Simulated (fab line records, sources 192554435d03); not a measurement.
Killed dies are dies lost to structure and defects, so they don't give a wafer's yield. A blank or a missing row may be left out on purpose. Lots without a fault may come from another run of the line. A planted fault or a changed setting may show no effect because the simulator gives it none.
Tool commonality check | flow n5_finfet | 11 lots, 31 wafers sampled

WHY IT WAS OPENED
At N5_FIN_SAQP_THK_MEAS_05 the reading thk_nm is flagged on 3 of 11 lots. Wafers without a fault read 38.0 nm, standard deviation 0.56.
Rule: a lot is flagged when every wafer of it that has a number lies more than 4 standard deviations from that mean, or none has a number. The other lots count as sound.

lot  | measured    | on            | thk_nm (nm), wafer by wafer | flag
L422 | day 2 03:05 | film_metro-01 | 37.5 37.5 38.0              |
L424 | day 2 15:17 | film_metro-01 | 37.9 37.9 38.6              |
L429 | day 3 21:55 | film_metro-01 | 38.4 38.2 39.5              |
L432 | day 4 18:39 | film_metro-01 | 4.0 4.0 3.9                 | FLAGGED
L433 | day 4 20:27 | film_metro-02 | 4.0 4.0 4.0                 | FLAGGED
L434 | day 5 05:04 | film_metro-01 | 4.0 4.0 4.0                 | FLAGGED
L435 | day 5 09:55 | film_metro-01 | 38.0 38.6 38.2              |
L437 | day 5 22:25 | film_metro-02 | 38.0 37.8                   |
L439 | day 6 11:08 | film_metro-02 | 38.2 37.9                   |
L440 | day 6 15:09 | film_metro-01 | 37.7 37.4 37.8              |
L442 | day 7 02:35 | film_metro-01 | 37.6 36.8 37.9              |
The numbers of the flagged lots are 4.0 nm on average: -34.0 nm against the usual, or -61 standard deviations.

WHICH TOOL RAN EACH LOT
The record holds 1 process step before the reading, out of a route of 1938 steps. In each cell: the tool, then ch and the chambers that the sampled wafers went through, then the start.
lot  | flag    | N5_FIN_SAQP_HM_DEP_03
L422 |         | pecvd-04 ch 1,2, day 2 02:59
L424 |         | pecvd-04 ch 0,1,2, day 2 15:13
L429 |         | pecvd-04 ch 0,2, day 3 21:50
L432 | FLAGGED | pecvd-03 ch 0,2, day 4 18:34
L433 | FLAGGED | pecvd-04 ch 0,1, day 4 20:22
L434 | FLAGGED | pecvd-04 ch 0,1,2, day 5 05:00
L435 |         | pecvd-04 ch 0,1, day 5 09:50
L437 |         | pecvd-04 ch 0,1, day 5 22:21
L439 |         | pecvd-03 ch 0,2, day 6 11:02
L440 |         | pecvd-04 ch 0,1,2, day 6 15:04
L442 |         | pecvd-01 ch 0,1,2, day 7 02:29
What these steps do:
- N5_FIN_SAQP_HM_DEP_03: deposits SiNx from SiH4/NH3/N2, target thk 38 nm, time 33.6 s.
- N5_FIN_SAQP_THK_MEAS_05

FLAGGED OVER TOTAL, TOOL BY TOOL (the gauges that took the reading come last)
step                    | tool          | lots run | flagged | share of the flagged lots | sound lots run after its first flagged lot
N5_FIN_SAQP_HM_DEP_03   | pecvd-01      | 1        | 0       | none                      | -
N5_FIN_SAQP_HM_DEP_03   | pecvd-03      | 2        | 1       | some                      | 1 (L439)
N5_FIN_SAQP_HM_DEP_03   | pecvd-04      | 8        | 2       | some                      | 3 (L435,L437,L440)
N5_FIN_SAQP_THK_MEAS_05 | film_metro-01 | 8        | 2       | some                      | 3 (L435,L440,L442)
N5_FIN_SAQP_THK_MEAS_05 | film_metro-02 | 3        | 1       | some                      | 2 (L437,L439)

WHAT THE TABLE ALLOWS
No row of the table ran every flagged lot.

WHAT THE SIMULATOR HAD PUT IN
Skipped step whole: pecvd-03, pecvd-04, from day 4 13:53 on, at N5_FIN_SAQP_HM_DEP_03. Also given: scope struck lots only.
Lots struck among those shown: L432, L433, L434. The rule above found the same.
